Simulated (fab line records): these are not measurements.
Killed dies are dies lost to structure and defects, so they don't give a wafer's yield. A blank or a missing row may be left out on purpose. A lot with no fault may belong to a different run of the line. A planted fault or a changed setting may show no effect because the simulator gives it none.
Chamber matching || flow n5-finfet || 4 sister chambers for N5_BEOL_M0_SAQP_ETCH_88 on rie-diel-06
The step etches underlayer in N2/H2, target depth 6.5 nm, time 5.2 s. 16 wafers are shown with their chamber, then 8 later ones without.

EACH WAFER AND ITS CHAMBER
{"wafer": "L075.1", "chamber": 2, "showerhead-plenum-p-Torr (Torr)": 2.51, "drypump-motor-current-A (A)": 6.1, "oes-product-au (a.u.)": 0.59}
{"wafer": "L075.3", "chamber": 1, "showerhead-plenum-p-Torr (Torr)": 2.54, "drypump-motor-current-A (A)": 5.7, "oes-product-au (a.u.)": 0.64}
{"wafer": "L075.5", "chamber": 1, "showerhead-plenum-p-Torr (Torr)": 2.54, "drypump-motor-current-A (A)": 5.7, "oes-product-au (a.u.)": 0.64}
{"wafer": "L079.1", "chamber": 2, "showerhead-plenum-p-Torr (Torr)": 2.51, "drypump-motor-current-A (A)": 6.1, "oes-product-au (a.u.)": 0.60}
{"wafer": "L079.4", "chamber": 2, "showerhead-plenum-p-Torr (Torr)": 2.51, "drypump-motor-current-A (A)": 6.1, "oes-product-au (a.u.)": 0.59}
{"wafer": "L079.6", "chamber": 1, "showerhead-plenum-p-Torr (Torr)": 2.54, "drypump-motor-current-A (A)": 5.7, "oes-product-au (a.u.)": 0.63}
{"wafer": "L082.2", "chamber": 0, "showerhead-plenum-p-Torr (Torr)": 2.45, "drypump-motor-current-A (A)": 5.2, "oes-product-au (a.u.)": 0.70}
{"wafer": "L082.4", "chamber": 3, "showerhead-plenum-p-Torr (Torr)": 2.60, "drypump-motor-current-A (A)": 6.3, "oes-product-au (a.u.)": 0.76}
{"wafer": "L082.5", "chamber": 3, "showerhead-plenum-p-Torr (Torr)": 2.60, "drypump-motor-current-A (A)": 6.2, "oes-product-au (a.u.)": 0.77}
{"wafer": "L083.1", "chamber": 1, "showerhead-plenum-p-Torr (Torr)": 2.54, "drypump-motor-current-A (A)": 5.7, "oes-product-au (a.u.)": 0.64}
{"wafer": "L083.4", "chamber": 0, "showerhead-plenum-p-Torr (Torr)": 2.45, "drypump-motor-current-A (A)": 5.2, "oes-product-au (a.u.)": 0.69}
{"wafer": "L083.6", "chamber": 0, "showerhead-plenum-p-Torr (Torr)": 2.45, "drypump-motor-current-A (A)": 5.2, "oes-product-au (a.u.)": 0.69}
{"wafer": "L084.1", "chamber": 1, "showerhead-plenum-p-Torr (Torr)": 2.54, "drypump-motor-current-A (A)": 5.7, "oes-product-au (a.u.)": 0.63}
{"wafer": "L084.4", "chamber": 0, "showerhead-plenum-p-Torr (Torr)": 2.45, "drypump-motor-current-A (A)": 5.2, "oes-product-au (a.u.)": 0.69}
{"wafer": "L084.6", "chamber": 1, "showerhead-plenum-p-Torr (Torr)": 2.54, "drypump-motor-current-A (A)": 5.7, "oes-product-au (a.u.)": 0.63}
{"wafer": "L085.1", "chamber": 1, "showerhead-plenum-p-Torr (Torr)": 2.53, "drypump-motor-current-A (A)": 5.7, "oes-product-au (a.u.)": 0.64}

SIGNATURES, as means of the wafers listed above
{"reading": "showerhead-plenum-p-Torr", "chamber 0": 2.4500, "chamber 1": 2.5386, "chamber 2": 2.5100, "chamber 3": 2.6000, "scatter within a chamber": 0.00267}
{"reading": "drypump-motor-current-A", "chamber 0": 5.200, "chamber 1": 5.700, "chamber 2": 6.100, "chamber 3": 6.250, "scatter within a chamber": 0.0204}
{"reading": "oes-product-au", "chamber 0": 0.6925, "chamber 1": 0.6357, "chamber 2": 0.5933, "chamber 3": 0.7650, "scatter within a chamber": 0.0055}
Rule: a wafer lies at a distance from a chamber equal to the root of the sum of squares, over the readings, of (its reading less the chamber's mean, divided by the reading's scatter). If the next closest chamber is less than 2 further off than the closest, the wafer can't be placed; otherwise it belongs to the closest. The scatter: take each reading less its chamber's mean, square it, sum over the shown wafers, divide by the number of wafers less the number of chambers, and take the root.

WAFERS WITHOUT THEIR CHAMBER
{"wafer": "L085.2", "showerhead-plenum-p-Torr (Torr)": 2.51, "drypump-motor-current-A (A)": 6.1, "oes-product-au (a.u.)": 0.58}
{"wafer": "L085.3", "showerhead-plenum-p-Torr (Torr)": 2.45, "drypump-motor-current-A (A)": 5.2, "oes-product-au (a.u.)": 0.70}
{"wafer": "L090.1", "showerhead-plenum-p-Torr (Torr)": 2.53, "drypump-motor-current-A (A)": 5.7, "oes-product-au (a.u.)": 0.62}
{"wafer": "L090.3", "showerhead-plenum-p-Torr (Torr)": 2.59, "drypump-motor-current-A (A)": 6.2, "oes-product-au (a.u.)": 0.73}
{"wafer": "L090.6", "showerhead-plenum-p-Torr (Torr)": 2.59, "drypump-motor-current-A (A)": 6.2, "oes-product-au (a.u.)": 0.73}
{"wafer": "L095.2", "showerhead-plenum-p-Torr (Torr)": 2.59, "drypump-motor-current-A (A)": 6.2, "oes-product-au (a.u.)": 0.72}
{"wafer": "L095.5", "showerhead-plenum-p-Torr (Torr)": 2.50, "drypump-motor-current-A (A)": 6.0, "oes-product-au (a.u.)": 0.57}
{"wafer": "L095.6", "showerhead-plenum-p-Torr (Torr)": 2.59, "drypump-motor-current-A (A)": 6.2, "oes-product-au (a.u.)": 0.73}

WHICH CHAMBER EACH WENT THROUGH
{"wafer": "L085.2", "from the rows above": 2, "in truth": 2}
{"wafer": "L085.3", "from the rows above": 0, "in truth": 0}
{"wafer": "L090.1", "from the rows above": 1, "in truth": 1}
{"wafer": "L090.3", "from the rows above": 3, "in truth": 3}
{"wafer": "L090.6", "from the rows above": 3, "in truth": 3}
{"wafer": "L095.2", "from the rows above": 3, "in truth": 3}
{"wafer": "L095.5", "from the rows above": 2, "in truth": 2}
{"wafer": "L095.6", "from the rows above": 3, "in truth": 3}
Correct placement for 8 of the 8. Number that these rows cannot place: 0. Placed wrongly: 0.
